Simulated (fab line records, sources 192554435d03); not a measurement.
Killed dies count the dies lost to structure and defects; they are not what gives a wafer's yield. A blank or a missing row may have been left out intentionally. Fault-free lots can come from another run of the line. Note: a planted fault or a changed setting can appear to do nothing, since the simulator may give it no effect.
Matching of chambers / flow n5Finfet / 4 sister chambers for N5_BEOL_M14_DESCUM_33 on rieDiel-06
The step chemistry O2, time 7.9 s. 16 wafers are shown with their chamber, then 8 later ones without.

== WAFERS, EACH WITH ITS CHAMBER ==
wafer=L075.2; chamber=3; drypumpMotorCurrentA (A)=5.1; throttleValvePct (%)=20.48; oesProductAu (a.u.)=0.90
wafer=L075.3; chamber=2; drypumpMotorCurrentA (A)=5.3; throttleValvePct (%)=20.30; oesProductAu (a.u.)=0.81
wafer=L075.5; chamber=0; drypumpMotorCurrentA (A)=5.3; throttleValvePct (%)=20.68; oesProductAu (a.u.)=0.72
wafer=L074.3; chamber=2; drypumpMotorCurrentA (A)=5.3; throttleValvePct (%)=20.32; oesProductAu (a.u.)=0.81
wafer=L074.4; chamber=1; drypumpMotorCurrentA (A)=6.2; throttleValvePct (%)=20.45; oesProductAu (a.u.)=0.68
wafer=L074.5; chamber=2; drypumpMotorCurrentA (A)=5.2; throttleValvePct (%)=20.32; oesProductAu (a.u.)=0.81
wafer=L079.2; chamber=0; drypumpMotorCurrentA (A)=5.3; throttleValvePct (%)=20.70; oesProductAu (a.u.)=0.72
wafer=L079.3; chamber=2; drypumpMotorCurrentA (A)=5.3; throttleValvePct (%)=20.34; oesProductAu (a.u.)=0.82
wafer=L079.4; chamber=2; drypumpMotorCurrentA (A)=5.3; throttleValvePct (%)=20.31; oesProductAu (a.u.)=0.81
wafer=L084.2; chamber=1; drypumpMotorCurrentA (A)=6.1; throttleValvePct (%)=20.10; oesProductAu (a.u.)=0.94
wafer=L084.4; chamber=3; drypumpMotorCurrentA (A)=5.1; throttleValvePct (%)=20.52; oesProductAu (a.u.)=0.86
wafer=L084.6; chamber=2; drypumpMotorCurrentA (A)=5.2; throttleValvePct (%)=20.34; oesProductAu (a.u.)=0.79
wafer=L087.1; chamber=2; drypumpMotorCurrentA (A)=5.3; throttleValvePct (%)=20.38; oesProductAu (a.u.)=0.78
wafer=L087.2; chamber=0; drypumpMotorCurrentA (A)=5.3; throttleValvePct (%)=20.75; oesProductAu (a.u.)=0.71
wafer=L087.3; chamber=3; drypumpMotorCurrentA (A)=5.1; throttleValvePct (%)=20.53; oesProductAu (a.u.)=0.85
wafer=L088.1; chamber=0; drypumpMotorCurrentA (A)=5.3; throttleValvePct (%)=20.73; oesProductAu (a.u.)=0.71

SIGNATURES (means of the wafers above)
reading=drypumpMotorCurrentA; chamber 0=5.300; chamber 1=6.150; chamber 2=5.271; chamber 3=5.100; scatter within a chamber=0.0401
reading=throttleValvePct; chamber 0=20.7150; chamber 1=20.2750; chamber 2=20.3300; chamber 3=20.5100; scatter within a chamber=0.0762
reading=oesProductAu; chamber 0=0.7150; chamber 1=0.8100; chamber 2=0.8043; chamber 3=0.8700; scatter within a chamber=0.0551
Rule: for each reading, subtract the chamber's mean from the wafer's reading, divide by that reading's scatter and square the result; add these up over the readings and take the root, which gives the wafer's distance from the chamber. If the next closest chamber is less than 2 further off than the closest, the wafer can't be placed; otherwise it belongs to the closest. How the scatter is found: for the shown wafers, subtract from each reading the mean of its chamber, square and add these, divide the total by (wafers less chambers), then take the root.

== WAFERS WITHOUT THEIR CHAMBER ==
wafer=L088.3; drypumpMotorCurrentA (A)=5.1; throttleValvePct (%)=20.54; oesProductAu (a.u.)=0.85
wafer=L088.4; drypumpMotorCurrentA (A)=6.1; throttleValvePct (%)=20.11; oesProductAu (a.u.)=0.94
wafer=L093.1; drypumpMotorCurrentA (A)=5.1; throttleValvePct (%)=20.53; oesProductAu (a.u.)=0.85
wafer=L093.4; drypumpMotorCurrentA (A)=5.3; throttleValvePct (%)=20.74; oesProductAu (a.u.)=0.71
wafer=L093.6; drypumpMotorCurrentA (A)=5.3; throttleValvePct (%)=20.37; oesProductAu (a.u.)=0.79
wafer=L096.3; drypumpMotorCurrentA (A)=6.1; throttleValvePct (%)=20.13; oesProductAu (a.u.)=0.90
wafer=L096.4; drypumpMotorCurrentA (A)=5.3; throttleValvePct (%)=20.36; oesProductAu (a.u.)=0.76
wafer=L096.6; drypumpMotorCurrentA (A)=5.1; throttleValvePct (%)=20.55; oesProductAu (a.u.)=0.82

== EACH ONE'S CHAMBER ==
wafer=L088.3; from the rows above=3; in truth=3
wafer=L088.4; from the rows above=1; in truth=1
wafer=L093.1; from the rows above=3; in truth=3
wafer=L093.4; from the rows above=0; in truth=0
wafer=L093.6; from the rows above=2; in truth=2
wafer=L096.3; from the rows above=1; in truth=1
wafer=L096.4; from the rows above=2; in truth=2
wafer=L096.6; from the rows above=3; in truth=3
Correct placement for 8 of the 8. From these rows, 0 cannot be placed. 0 placed wrongly.
